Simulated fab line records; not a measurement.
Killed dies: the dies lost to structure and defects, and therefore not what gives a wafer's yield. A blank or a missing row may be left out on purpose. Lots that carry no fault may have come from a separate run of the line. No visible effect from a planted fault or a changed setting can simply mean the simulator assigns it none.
Matching of chambers | flow nandHarc | NHARC_A_STAIRCASE_TRIM_12 on rieDiel-11: 4 sister chambers
The step chemistry O2, time 211.2 s. 4 wafers are shown with their chamber, then 11 later ones without.

== WAFERS PAIRED WITH THEIR CHAMBERS ==
wafer  | chamber | showerheadPlenumPTorr (Torr)
L080.1 | 1       | 3.76
L087.2 | 2       | 3.78
L087.5 | 0       | 3.36
L088.2 | 3       | 3.32

== WAFERS WITHOUT THEIR CHAMBER ==
wafer  | showerheadPlenumPTorr (Torr)
L088.3 | 3.36
L088.6 | 3.78
L093.1 | 3.31
L093.2 | 3.36
L093.6 | 3.75
L093.3 | 3.78
L093.4 | 3.75
L093.5 | 3.36
L094.1 | 3.74
L094.4 | 3.35
L094.6 | 3.77

== THE CHAMBER EACH PASSED THROUGH ==
wafer  | from the rows above     | in truth
L088.3 | 0                       | 0
L088.6 | 2                       | 2
L093.1 | 3                       | 3
L093.2 | 0                       | 0
L093.6 | 1                       | 1
L093.3 | 2                       | 2
L093.4 | 1                       | 1
L093.5 | 0                       | 0
L094.1 | 1                       | 1
L094.4 | 0                       | 0
L094.6 | can't be placed: 2 or 1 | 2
10 of 11 placed correctly. Cannot be placed on the basis of these rows: 1; the candidates contain the true chamber in 1. Number placed wrongly: 0.
How it was worked out, from the rows above alone: a wafer's distance from a chamber is the root of the sum, over the readings, of the square of ((its reading less the chamber's mean) divided by the reading's scatter). If the next closest chamber is less than 2 further off than the closest, the wafer can't be placed; otherwise it belongs to the closest. The mean given for a chamber averages the wafers shown for that chamber. The scatter: with one shown wafer a chamber, the root of the mean of the squares of how far each hidden wafer lies from its nearest shown one.
